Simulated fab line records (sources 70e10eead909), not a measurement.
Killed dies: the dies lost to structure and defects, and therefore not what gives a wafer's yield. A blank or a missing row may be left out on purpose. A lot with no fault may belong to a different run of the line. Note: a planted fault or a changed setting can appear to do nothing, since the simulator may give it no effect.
fab line records	flow nand_harc
record lots=14	wafers=42	last_day=33
route steps=1302 shown A_BONDPAD@1229 THIN_TSV@1293 END@1302
lots untouched by any fault: they come from a run of this same line in which no faults occurred
start_h: start of the lot's first displayed wafer, in hours after the record's first day	wait_h: hours from the lot's prior step to this one	" identical to the entry in the row above	L1.1+2: a single row standing in for several wafers	- no value, or no start given	* or withheld: withheld	< > ~ a bound
route shown NAME@n: names a module that has steps shown in the file, with the first one's number in the route	usual: mean/standard deviation of fault-free wafers	same: alike in all rows	chamber/n: place in a boat	sites: the reading at each site	_std_site: standard deviation across them	_edge_site: mean of outer sites minus mean of inner sites	radius_mm: for every site, how far away it sits from the centre of the wafer	mask NAME#n: copy n	behind: the most recent tool/chamber to have shaped the wafer	hold: why the lot went on hold/how many hours it stayed there/how the hold came to an end	device: names the non-switching transistor (n, p or np)	end of line: the same wafers' tests at the end of the route	step lacking rows: just its recipe	killed: dies lost to structure and defects at the first sort, not the wafer's yield	map: the dies of a wafer, with x for killed, . for not killed, _ for no die there
set.NAME: the setting as run; set.NAME@STEP: as run at that earlier step	model.NAME: the simulator's own value behind a step, which no gauge read
one table for each step of the route and one row for each wafer, over a sample of lots
services: a tool's chamber out of use, with start hour (start_h, from the record's first day; less than 0 if before it), hours out, and reason
## steps
# step NHARC_A_BONDPAD_ECD_18
# recipe target_thk_a=4000	bath_temp_c=25	material=Cu
lot.wafer	tool	chamber	start_h	wait_h
L973.1+3+4	ecd_cu-01	0,1,0	541.27	-
L974.2+3+4	ecd_cu-02	1,0,1	549.68	-
L977.3+5+6	ecd_cu-01	1,1,0	587.52	-
L978.2+1+5	ecd_cu-02	0,1,0	589.32	-
L981.1+4+5	ecd_cu-02	0,1,0	608.79	-
L980.1+2+6	ecd_cu-02	1,0,1	610.46	-
L987.3+5+6	ecd_cu-01	0,1,0	672.14	-
L986.3+4+6	ecd_cu-02	0,1,0	676.70	-
L989.2+3+6	ecd_cu-02	1,0,0	705.32	-
L990.3+4+5	ecd_cu-01	0,1,1	721.97	-
L992.1+3+4	ecd_cu-01	1,0,1	735.62	-
L993.3+5+6	ecd_cu-02	1,0,1	737.32	-
L994.1+3+5	ecd_cu-02	1,1,0	750.26	-
L995.2+4+3	ecd_cu-02	1,1,0	764.59	-
# step NHARC_THIN_TSV_DESCUM_35
# recipe time_s=3	o2_flow_sccm=200	ar_flow_sccm=0	bias_power_w=0	chemistry=O2
# usual drypump_motor_current_A=6.0/0.34	oes_product_au=1.002/0.014	rf_vpp_V=57.6/0.95	showerhead_plenum_p_Torr=1.91/0.081	throttle_valve_pct=11.312/0.0092
lot.wafer	tool	chamber	start_h	wait_h	drypump_motor_current_A	oes_product_au	rf_hours_counter_h	rf_vpp_V	showerhead_plenum_p_Torr	throttle_valve_pct
L973.4	rie_diel-04	1	561.08	-	5.7	0.990	1.7	58.2	1.98	11.312
L973.1	"	2	"	"	6.0	1.012	1.9	56.9	1.91	11.304
L973.3	"	3	"	"	6.4	1.016	1.5	57.2	1.89	11.321
L974.3	rie_diel-04	2	569.31	-	5.9	1.000	2.4	56.6	1.91	11.320
L974.2	"	3	"	"	6.4	1.011	2.1	56.8	1.89	11.308
L974.4	"	0	"	"	5.6	0.994	1.9	57.9	1.82	11.301
L978.1	rie_diel-04	3	606.87	-	6.4	1.020	3.5	57.0	1.89	11.324
L978.2	"	2	"	"	6.0	0.998	3.7	57.4	1.91	11.317
L978.5	"	0	"	"	5.6	0.997	-	56.9	1.82	11.307
L977.3	rie_diel-06	0	608.07	-	6.6	1.008	4.3	57.0	2.05	11.324
L977.6	"	2	"	"	6.1	1.032	-	58.8	1.99	11.312
L977.5	"	0	"	"	6.6	1.003	-	59.1	2.05	11.316
L981.4	rie_diel-05	3	631.18	-	5.5	0.999	2.1	56.6	1.78	11.320
L981.1	"	1	"	"	6.0	0.993	1.8	56.3	1.88	11.323
L981.5	"	2	"	"	5.6	1.009	-	57.7	1.98	11.313
L980.2	rie_diel-06	3	633.36	-	5.6	0.988	7.2	57.7	1.88	11.307
L980.1	"	2	"	"	6.0	1.022	7.0	58.3	1.99	11.325
L980.6	"	0	"	"	6.6	1.010	-	58.5	2.05	11.321
L987.3	rie_diel-04	1	694.35	-	5.7	0.992	9.5	58.3	1.98	11.314
L987.6	"	1	"	"	5.7	0.985	-	58.6	1.98	11.305
L987.5	"	2	"	"	6.0	0.994	-	59.0	1.91	11.296
L986.3	rie_diel-06	1	695.43	-	6.1	1.007	1.5	57.5	1.78	11.313
L986.4	"	0	"	"	6.5	1.008	1.6	58.5	2.05	11.303
L986.6	"	1	"	"	6.2	1.002	-	56.8	1.78	11.307
L989.3	rie_diel-06	0	725.44	-	6.6	1.004	2.3	58.0	2.05	11.303
L989.2	"	1	"	"	6.2	0.983	2.5	58.4	1.78	11.303
L989.6	"	3	"	"	5.6	1.009	-	56.9	1.88	11.304
L990.3	rie_diel-05	3	741.71	-	5.5	1.018	7.2	56.3	1.77	11.296
L990.5	"	2	"	"	5.5	1.022	-	58.6	1.98	11.300
L990.4	"	3	"	"	5.5	1.021	-	56.6	1.77	11.309
L993.3	rie_diel-04	1	762.97	-	5.7	0.999	3.4	59.4	1.98	11.308
L993.6	"	3	"	"	6.4	1.010	-	56.0	1.89	11.306
L993.5	"	0	"	"	5.6	0.969	-	57.5	1.82	11.314
L992.4	rie_diel-04	2	764.23	-	6.0	0.999	2.8	58.2	1.91	11.311
L992.3	"	3	"	"	6.4	1.007	3.3	60.0	1.89	11.311
L992.1	"	1	"	"	5.7	1.001	3.5	56.8	1.98	11.308
L994.3	rie_diel-04	2	770.62	-	6.0	0.994	3.3	58.4	1.91	11.318
L994.1	"	3	"	"	6.4	1.008	3.9	58.8	1.89	11.308
L994.5	"	1	"	"	5.7	0.999	-	59.2	1.98	11.326
L995.2	rie_diel-06	3	784.91	-	5.6	1.007	4.6	58.4	1.88	11.307
L995.4	"	0	"	"	6.5	0.994	4.8	57.7	2.05	11.310
L995.3	"	1	"	"	6.2	0.982	4.8	56.4	1.78	11.321
# step NHARC_THIN_TSV_ETCH_36
# recipe target_depth_a=650	over_etch_frac=0.3	time_s=18.571	ion_energy_ev=150	chemistry=Cl2/BCl3
# usual drypump_motor_current_A=5.7/0.65	oes_product_au=1.012/0.013
lot.wafer	tool	chamber	start_h	wait_h	drypump_motor_current_A	oes_product_au	rf_hours_counter_h
L973.1	rie_metal-02	0	561.46	0.2	6.7	1.018	2.1
L973.3	"	1	"	"	6.1	1.016	-
L973.4	"	0	"	"	6.7	1.025	-
L974.2	rie_metal-02	0	569.70	0.2	6.7	1.022	2.4
L974.4	"	0	"	"	6.7	1.017	-
L974.3	"	1	"	"	6.1	1.034	-
L978.1	rie_metal-02	1	607.33	0.3	6.1	1.037	3.0
L978.2	"	0	"	"	6.7	1.031	3.0
L978.5	"	0	"	"	6.7	1.021	-
L977.3	rie_metal-01	0	608.46	0.2	4.9	1.013	-
L977.6	"	1	"	"	6.1	1.008	-
L977.5	"	0	"	"	4.9	0.997	-
L981.1	rie_metal-03	1	631.57	0.2	5.4	0.991	1.6
L981.4	"	0	"	"	5.0	1.025	-
L981.5	"	0	"	"	5.0	1.015	-
L980.1	rie_metal-03	0	633.75	0.2	4.9	1.024	1.8
L980.2	"	1	"	"	5.4	0.992	1.8
L980.6	"	1	"	"	5.4	0.993	-
L987.3	rie_metal-02	1	694.76	0.2	6.1	1.015	-
L987.5	"	0	"	"	6.7	1.001	-
L987.6	"	1	"	"	6.1	1.007	-
L986.4	rie_metal-03	0	695.83	0.1	4.9	1.028	-
L986.3	"	1	"	"	5.4	0.998	-
L986.6	"	1	"	"	5.4	1.001	-
L989.2	rie_metal-03	0	725.81	0.2	4.9	1.006	0.5
L989.3	"	0	"	"	4.9	1.017	-
L989.6	"	1	"	"	5.4	0.999	-
L990.4	rie_metal-03	1	742.11	0.2	5.4	1.011	-
L990.3	"	0	"	"	4.9	1.013	-
L990.5	"	1	"	"	5.4	1.011	-
L993.3	rie_metal-01	1	763.34	0.2	6.1	0.999	-
L993.5	"	1	"	"	6.1	0.994	-
L993.6	"	0	"	"	5.0	0.997	-
L992.1	rie_metal-03	0	764.62	0.2	4.9	1.012	1.2
L992.3	"	0	"	"	5.0	1.007	-
L992.4	"	1	"	"	5.4	1.005	-
L994.1	rie_metal-02	0	770.98	0.2	6.7	1.007	2.5
L994.3	"	1	"	"	6.1	1.015	-
L994.5	"	1	"	"	6.1	1.030	-
L995.2	rie_metal-02	1	785.29	0.2	6.1	1.017	2.7
L995.3	"	1	"	"	6.1	1.015	-
L995.4	"	0	"	"	6.7	1.005	-
# step NHARC_END_SORT_01
# recipe temp_c=25
# usual defect_limited_yield=91/3.2	killed_at_array=55/22	killed_at_other=0.9/1.2	killed_at_periphery=3.6/2.3	killed_dies=60/22	killed_open=3.2/1.9	killed_short=2.5/1.6
# same gross_dies=677
lot.wafer	tool	chamber	start_h	wait_h	defect_limited_yield[%]	killed_at_array	killed_at_other	killed_at_periphery	killed_dies	killed_open	killed_short
L978.1	prober-01	0	615.90	2.5	96	24	0	3	27	5	0
L978.2	prober-01	0	616.72	2.8	44	377	0	2	379	1	1
L978.5	prober-01	0	619.15	3.7	44	376	0	2	378	2	1
L980.1	prober-01	0	639.96	2.5	91	57	1	5	63	4	3
L980.2	prober-01	0	640.76	2.8	47	358	2	2	362	2	3
L980.6	prober-01	0	643.93	4.0	93	47	0	1	48	5	3
L981.1	prober-02	0	640.01	2.5	40	400	0	4	404	3	3
L981.4	prober-02	0	642.40	3.4	84	106	0	3	109	6	2
L981.5	prober-02	0	643.19	3.7	40	402	0	4	406	1	1
L987.3	prober-02	0	704.86	3.1	89	66	1	8	75	3	2
L987.5	prober-02	0	706.46	3.7	87	81	0	7	88	2	0
L987.6	prober-02	0	707.26	4.0	88	71	0	7	78	2	3
L989.2	prober-02	0	734.86	2.8	91	53	4	4	61	4	0
L989.3	prober-02	0	735.67	3.1	90	59	4	2	65	5	4
L989.6	prober-02	0	738.09	4.0	91	57	1	6	64	2	5
L990.3	prober-01	0	758.72	3.1	95	29	0	2	31	2	4
L990.4	prober-01	0	759.53	3.4	94	34	1	4	39	10	0
L990.5	prober-01	0	760.33	3.7	94	39	0	3	42	6	8
L992.1	prober-02	0	771.78	2.5	91	59	0	4	63	4	1
L992.3	prober-02	0	773.39	3.1	91	59	0	2	61	3	1
L992.4	prober-02	0	774.20	3.4	91	55	1	2	58	5	1
L994.1	prober-02	0	779.64	2.5	90	64	0	5	69	5	5
L994.3	prober-02	0	781.29	3.2	90	62	0	5	67	5	4
L994.5	prober-02	0	782.93	3.8	90	55	1	10	66	1	3
# killed by level:class
L978.1 A_CHANNEL_HOLE_D2:chamber_film_flake=9 A_WL_FILL:chamber_film_flake=3 A_CONTACT:chamber_film_flake=3 A_WL_FILL:geometric_particle:open=2 A_CHANNEL_HOLE_D1:chamber_film_flake=2 A_SLIT:chamber_film_flake=2 P_CONTACT:geometric_particle:open=1 A_ONON_D1:geometric_particle:open=1
L978.2 A_BONDPAD:unspecified=362 A_CHANNEL_HOLE_D2:chamber_film_flake=8 P_ZERO_WELL:chamber_film_flake=2 A_WL_FILL:chamber_film_flake=2 A_ONON_D1:geometric_particle:open=1 A_WL_FILL:geometric_particle:short=1 A_CHANNEL_HOLE_D1:chamber_film_flake=1 A_STAIRCASE:chamber_film_flake=1
L978.5 A_BONDPAD:unspecified=365 A_CHANNEL_FILL_D1:chamber_film_flake=3 A_CHANNEL_HOLE_D1:chamber_film_flake=2 A_CHANNEL_HOLE_D2:chamber_film_flake=2 A_ONON_D1:geometric_particle:open=1 A_ONON_D2:geometric_particle:short=1 A_M0:geometric_particle:open=1 P_ZERO_WELL:chamber_film_flake=1
L980.1 A_SLIT:chamber_film_flake=36 A_CONTACT:chamber_film_flake=5 A_CHANNEL_HOLE_D2:chamber_film_flake=4 P_M0:geometric_particle:open=2 A_CHANNEL_FILL_D2:geometric_particle:short=2 A_ZERO_WELL:chamber_film_flake=2 A_CHANNEL_HOLE_D1:chamber_film_flake=2 A_WL_FILL:chamber_film_flake=2
L981.1 A_BONDPAD:unspecified=340 A_CHANNEL_HOLE_D2:chamber_film_flake=20 A_CHANNEL_HOLE_D1:chamber_film_flake=17 A_SLIT:chamber_film_flake=10 A_ONON_D1:geometric_particle:short=2 A_CHANNEL_FILL_D2:geometric_particle:open=2 P_M2:chamber_film_flake=2 A_ZERO_WELL:chamber_film_flake=2
L980.2 A_BONDPAD:unspecified=320 A_SLIT:chamber_film_flake=17 A_CHANNEL_HOLE_D2:chamber_film_flake=10 A_ZERO_WELL:chamber_film_flake=3 A_CONTACT:chamber_film_flake=2 A_CHANNEL_HOLE_D1:chamber_film_flake=2 P_CONTACT:geometric_particle:short=1 A_CHANNEL_HOLE_D1:geometric_particle:short=1
L981.4 A_SLIT:chamber_film_flake=32 A_CHANNEL_HOLE_D1:chamber_film_flake=30 A_CHANNEL_HOLE_D2:chamber_film_flake=28 A_STAIRCASE:chamber_film_flake=4 A_CONTACT:chamber_film_flake=3 A_DECK1_JOINT:geometric_particle:open=2 A_M0:chamber_film_flake=2 P_GATE:geometric_particle:open=1
L981.5 A_BONDPAD:unspecified=348 A_SLIT:chamber_film_flake=17 A_CHANNEL_HOLE_D1:chamber_film_flake=14 A_CHANNEL_HOLE_D2:chamber_film_flake=14 A_CONTACT:chamber_film_flake=6 P_ZERO_WELL:chamber_film_flake=2 P_M0:geometric_particle:open=1 A_DECK1_JOINT:geometric_particle:short=1
L980.6 A_SLIT:chamber_film_flake=16 A_CHANNEL_HOLE_D2:chamber_film_flake=14 A_CHANNEL_HOLE_D1:chamber_film_flake=3 A_CHANNEL_HOLE_D2:geometric_particle:open=2 A_DECK1_JOINT:chamber_film_flake=2 A_CONTACT:chamber_film_flake=2 A_BONDPAD:chamber_film_flake=2 P_CONTACT:geometric_particle:short=1
L987.3 A_CHANNEL_HOLE_D1:chamber_film_flake=36 A_SLIT:chamber_film_flake=19 P_CONTACT:chamber_film_flake=5 A_CONTACT:chamber_film_flake=3 A_DECK1_JOINT:chamber_film_flake=2 A_STAIRCASE:chamber_film_flake=2 P_GATE:geometric_particle:open=1 P_CONTACT:geometric_particle:open=1
L987.5 A_SLIT:chamber_film_flake=33 A_CHANNEL_HOLE_D1:chamber_film_flake=29 A_CONTACT:chamber_film_flake=7 A_STAIRCASE:chamber_film_flake=4 P_STI:chamber_film_flake=3 A_DECK1_JOINT:chamber_film_flake=3 A_CHANNEL_FILL_D2:chamber_film_flake=3 P_CONTACT:chamber_film_flake=2
L987.6 A_CHANNEL_HOLE_D1:chamber_film_flake=31 A_SLIT:chamber_film_flake=20 A_CONTACT:chamber_film_flake=7 A_STAIRCASE:chamber_film_flake=5 P_CONTACT:chamber_film_flake=4 A_DECK1_JOINT:chamber_film_flake=3 P_GATE:geometric_particle:open=1 A_SOURCE_PLATE:geometric_particle:short=1
L989.2 A_CHANNEL_HOLE_D1:chamber_film_flake=33 A_STAIRCASE:chamber_film_flake=7 A_SLIT:chamber_film_flake=4 THIN_TSV:chamber_film_flake=4 A_CONTACT:chamber_film_flake=3 A_ZERO_WELL:chamber_film_flake=2 P_M0:geometric_particle:open=1 A_CHANNEL_FILL_D1:geometric_particle:open=1
L989.3 A_CHANNEL_HOLE_D1:chamber_film_flake=31 A_STAIRCASE:chamber_film_flake=6 A_SLIT:chamber_film_flake=5 THIN_TSV:chamber_film_flake=4 A_CONTACT:chamber_film_flake=3 A_ONON_D2:geometric_particle:open=2 A_M0:geometric_particle:open=2 A_ZERO_WELL:chamber_film_flake=2
L989.6 A_CHANNEL_HOLE_D1:chamber_film_flake=37 A_CONTACT:chamber_film_flake=4 P_ZERO_WELL:chamber_film_flake=3 A_STAIRCASE:chamber_film_flake=3 A_CHANNEL_FILL_D1:geometric_particle:short=2 A_WL_FILL:geometric_particle:short=2 A_ZERO_WELL:chamber_film_flake=2 A_CHANNEL_FILL_D2:chamber_film_flake=2
L990.3 A_SLIT:chamber_film_flake=9 A_CHANNEL_HOLE_D1:chamber_film_flake=5 A_ZERO_WELL:chamber_film_flake=3 A_WL_FILL:chamber_film_flake=3 A_CONTACT:chamber_film_flake=3 A_DECK1_JOINT:geometric_particle:short=2 A_CHANNEL_FILL_D1:geometric_particle:open=1 A_ONON_D2:geometric_particle:short=1
L990.4 A_CHANNEL_HOLE_D1:chamber_film_flake=12 A_SLIT:chamber_film_flake=11 P_GATE:geometric_particle:open=2 A_CHANNEL_FILL_D2:geometric_particle:open=2 A_CONTACT:chamber_film_flake=2 P_CONTACT:geometric_particle:open=1 A_DECK1_JOINT:geometric_particle:open=1 A_SGD_CUT:geometric_particle:open=1
L990.5 A_CHANNEL_HOLE_D1:chamber_film_flake=11 A_SLIT:chamber_film_flake=8 A_CHANNEL_FILL_D1:geometric_particle:short=3 A_STAIRCASE:chamber_film_flake=3 A_ONON_D1:geometric_particle:short=2 A_M0:geometric_particle:open=2 P_ZERO_WELL:chamber_film_flake=2 A_WL_FILL:chamber_film_flake=2
L992.1 A_CHANNEL_HOLE_D2:chamber_film_flake=23 A_CONTACT:chamber_film_flake=13 A_CHANNEL_HOLE_D1:chamber_film_flake=10 A_SLIT:chamber_film_flake=5 P_GATE:chamber_film_flake=2 P_BONDPAD:chamber_film_flake=2 A_WL_FILL:chamber_film_flake=2 A_SOURCE_PLATE:geometric_particle:short=1
L992.3 A_CHANNEL_HOLE_D2:chamber_film_flake=24 A_CHANNEL_HOLE_D1:chamber_film_flake=12 A_SLIT:chamber_film_flake=10 A_CONTACT:chamber_film_flake=4 A_CHANNEL_FILL_D2:chamber_film_flake=3 A_CHANNEL_FILL_D1:chamber_film_flake=2 P_CONTACT:geometric_particle:open=1 A_ONON_D1:geometric_particle:short=1
L992.4 A_CONTACT:chamber_film_flake=17 A_CHANNEL_HOLE_D2:chamber_film_flake=14 A_CHANNEL_HOLE_D1:chamber_film_flake=5 A_CHANNEL_FILL_D1:chamber_film_flake=5 A_SLIT:chamber_film_flake=5 P_M0:geometric_particle:open=2 A_STAIRCASE:chamber_film_flake=2 A_WL_FILL:chamber_film_flake=2
L994.1 A_CHANNEL_HOLE_D2:chamber_film_flake=19 A_CHANNEL_HOLE_D1:chamber_film_flake=16 A_STAIRCASE:chamber_film_flake=8 A_SLIT:chamber_film_flake=5 A_SGD_CUT:chamber_film_flake=4 P_CONTACT:geometric_particle:short=2 A_ONON_D1:geometric_particle:open=2 P_GATE:chamber_film_flake=2
L994.3 A_CHANNEL_HOLE_D2:chamber_film_flake=27 A_CHANNEL_HOLE_D1:chamber_film_flake=10 A_SLIT:chamber_film_flake=10 P_GATE:chamber_film_flake=3 A_STAIRCASE:chamber_film_flake=3 A_ONON_D1:geometric_particle:short=2 A_M0:geometric_particle:open=2 A_SGD_CUT:chamber_film_flake=2
L994.5 A_CHANNEL_HOLE_D2:chamber_film_flake=25 A_CHANNEL_HOLE_D1:chamber_film_flake=15 P_GATE:chamber_film_flake=8 A_STAIRCASE:chamber_film_flake=6 A_SLIT:chamber_film_flake=5 P_STI:geometric_particle:short=1 P_M0:geometric_particle:open=1 A_CHANNEL_FILL_D2:geometric_particle:short=1
## services
tool	chamber	start_h	hours	kind
rie_diel-06	2	517.52	3.5	repair
rie_metal-03	-	519.18	9.0	pm
rie_diel-04	-	531.90	9.0	pm
rie_diel-06	0	533.93	27.3	repair
ecd_cu-01	-	538.43	1.2	repair
ecd_cu-01	-	548.69	4.2	repair
rie_diel-04	-	562.52	0.2	repair
rie_metal-02	0	564.21	1.0	repair
rie_metal-03	-	575.05	2.2	repair
rie_diel-06	-	586.36	0.4	repair
ecd_cu-02	-	596.00	8.0	pm
rie_diel-06	1	606.07	2.9	repair
ecd_cu-01	-	610.82	3.9	repair
rie_metal-02	-	631.00	9.0	pm
rie_diel-04	2	634.84	13.5	repair
rie_metal-03	-	648.48	0.2	repair
ecd_cu-01	-	655.71	4.9	repair
rie_diel-06	-	661.21	9.0	pm
ecd_cu-01	-	671.16	0.5	repair
ecd_cu-01	-	688.00	8.0	pm
rie_metal-03	-	696.18	9.0	pm
rie_metal-02	-	707.82	0.1	repair
rie_diel-04	-	708.90	9.0	pm
ecd_cu-02	-	772.00	8.0	pm
## key
first_sign step=NHARC_END_SORT_01	reading=killed_at_array	direction=up	sigmas=15	usual=55	struck=383
effect step=NHARC_END_SORT_01	reading=defect_limited_yield	direction=down	sigmas=15	usual=91	struck=43
more_kills_born_at NHARC_A_BONDPAD_ECD_18@ecd_cu-02=1735
met_at NHARC_A_BONDPAD_ECD_18
struck_lots L978,L980,L981
struck_wafers L978.2,L978.5,L980.2,L981.1,L981.5
not_acting_at NHARC_THIN_TSV_DESCUM_35,NHARC_THIN_TSV_ETCH_36
onset_between 549.68 589.32
fault kind=chamber_particle_source	tool=ecd_cu-02	chamber=0	onset_h=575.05	steps=NHARC_A_BONDPAD_ECD_18	rate_per_visit_cm2=0.84205	end_h=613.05
